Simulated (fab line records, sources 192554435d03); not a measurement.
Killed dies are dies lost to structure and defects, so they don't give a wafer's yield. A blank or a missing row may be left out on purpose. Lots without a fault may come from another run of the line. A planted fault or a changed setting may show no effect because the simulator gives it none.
A struck lot beside a sound one | flow n5_finfet | 36 steps out of a route of 1938
Sound: wafers L724.1, L724.3, L724.6. Struck: wafers L730.1, L730.4, L730.6. The cause comes at the end.
At each step with rows: each side's tool, then ch and its chambers, then its first start. Under that, the readings that differ: sound wafers | struck wafers | difference of the means | sigmas: that difference in standard deviations of wafers without a fault.
alike: readings whose means differ by less than 2 such deviations, and words and numbers that are the same on both sides. not compared: withheld readings, readings that some wafer has no value for, bounds like >300 that may hide the same value, and numbers for which the record gives no deviation and whose values overlap.
The two part at a step that has a row with sigmas, a row that says differs or no value, or rows on one side only. Numbers that don't overlap but have no deviation are shown without sigmas and don't part them. A reading that every wafer of one side lacks parts them only if that side has two wafers or more.

first, 9 steps without rows for these wafers: N5_WELL_APT_COAT_19 (resist thk 950 nm); N5_WELL_APT_EBR_21; N5_WELL_APT_SOFTBAKE_20 (time 60 s); N5_WELL_APT_EXPOSE_22 (exposes mask PWELL, defocus 0 nm, target cd 200 nm); N5_WELL_APT_PEB_23 (peb time 90 s); N5_WELL_APT_DEVELOP_24 (develop time 45 s); N5_WELL_APT_HARDBAKE_29 (time 120 s); N5_WELL_APT_DESCUM_30 (chemistry O2, time 7.9 s); N5_WELL_APT_IMPLANT_31.
N5_WELL_APT_IMPLANT_32:
  sound on implanter-01 ch 0, day 3 15:23; struck on implanter-01 ch 0, day 5 03:38
  reading            | sound                            | struck                           | difference  | sigmas
  dose_ions_cm2      | 1.9996e+13 1.9985e+13 1.9985e+13 | 2.8017e+13 2.8019e+13 2.8021e+13 | +8.0303e+12 | +99 or more
  faraday_current_uA | 258 251 254                      | 342 350 363                      | +97         | +19
  alike: end_station_pressure_torr
then, 25 steps without rows for these wafers: N5_WELL_APT_STRIP_33 (strips in SPM, time 900 s); N5_WELL_APT_RTA_34 (time 10 s); N5_WELL_APT_OXIDE_STRIP_42 (strips SiO2 in dHF, time 45 s, target depth 12 nm); N5_WELL_APT_PRECLEAN_36 (cleans in O3/DIW, time 45 s); N5_WELL_APT_PRECLEAN_39 (cleans in dHF, time 60 s); N5_WELL_APT_SRD_37 (time 30 s); N5_WELL_APT_EPI_41 (deposits Si from SiH4/H2, target thk 50 nm, time 297.7 s); N5_PMOS_HMC_CHANNEL_EPI_HM_DEP_34 (deposits SiO2 from TEOS/O2, target thk 36 nm, time 6.9 s); N5_PMOS_HMC_CHANNEL_EPI_COAT_31 (time 60 s, resist thk 66 nm); N5_PMOS_HMC_CHANNEL_EPI_COAT_03 (resist thk 205 nm); N5_PMOS_HMC_CHANNEL_EPI_EBR_05; N5_PMOS_HMC_CHANNEL_EPI_SOFTBAKE_04 (time 60 s); N5_PMOS_HMC_CHANNEL_EPI_EXPOSE_06 (exposes mask PMOS HMC BLK, target cd 240 nm); N5_PMOS_HMC_CHANNEL_EPI_PEB_07 (peb time 60 s); N5_PMOS_HMC_CHANNEL_EPI_DEVELOP_08 (develop time 30 s); N5_PMOS_HMC_CHANNEL_EPI_DESCUM_14 (chemistry O2, time 7.9 s); N5_PMOS_HMC_CHANNEL_EPI_ETCH_32 (etches BARC in N2/H2, stops on SiO2, target depth 85.8 nm, time 50.3 s); N5_PMOS_HMC_CHANNEL_EPI_HM_OPEN_15 (chemistry CHF3/O2, target SiO2, target depth 40.6 nm, time 20.3 s); N5_PMOS_HMC_CHANNEL_EPI_STRIP_33 (strips in N2/H2); N5_PMOS_HMC_CHANNEL_EPI_STRIP_17 (strips in SPM, time 750 s); N5_PMOS_HMC_CHANNEL_EPI_ETCH_38 (etches SiO2 in CF4, target depth 1.5 nm); N5_PMOS_HMC_CHANNEL_EPI_FIN_RECESS_16 (chemistry HBr/Cl2, target Si, target depth 54 nm, time 18 s); N5_PMOS_HMC_CHANNEL_EPI_PRECLEAN_36 (cleans in O3/DIW, time 45 s); N5_PMOS_HMC_CHANNEL_EPI_PRECLEAN_18 (cleans in DHF, time 30 s); N5_PMOS_HMC_CHANNEL_EPI_SRD_19 (time 30 s).
-- the record jumps here: 7 days lie between the struck wafers' starts before and after (it left off in module PMOS_HMC_CHANNEL_EPI and takes up again in module BEOL_M4, whose first step shown is number 1111 of the route) --
N5_BEOL_M4_RC_MEAS_101:
  sound on prober-02 ch 0, day 10 17:13; struck on prober-02 ch 0, day 12 09:50
  reading             | sound                      | struck                     | difference | sigmas
  CJ_N                | 4.29 4.28 4.33             | 5.23 5.22 5.23             | +0.93      | +11
  DIBL_P (mV/V)       | 36.5 33.8 34.1             | 36.7 39.0 37.1             | +2.8       | +2
  IOFF_N_LONG (nA/um) | 5.59e-05 5.71e-05 5.66e-05 | 6.23e-05 6.19e-05 6.23e-05 | +5.63e-06  | +2
  RS_PWELL (ohm/sq)   | 3017 2995 3052             | 2954 2953 2931             | -75        | -3
  alike: DIBL_N, IOFF_N, IOFF_P, ION_N, ION_P, SS_N, SS_P, VT_N, VT_P

WHERE THEY PART
First at N5_WELL_APT_IMPLANT_32; last, within this record, at N5_BEOL_M4_RC_MEAS_101.

WHY: what the simulator had put in
Process parameter drift: implanter-01, from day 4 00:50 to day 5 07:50, at N5_WELL_APT_IMPLANT_32. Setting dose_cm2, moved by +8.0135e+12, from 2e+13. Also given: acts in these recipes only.
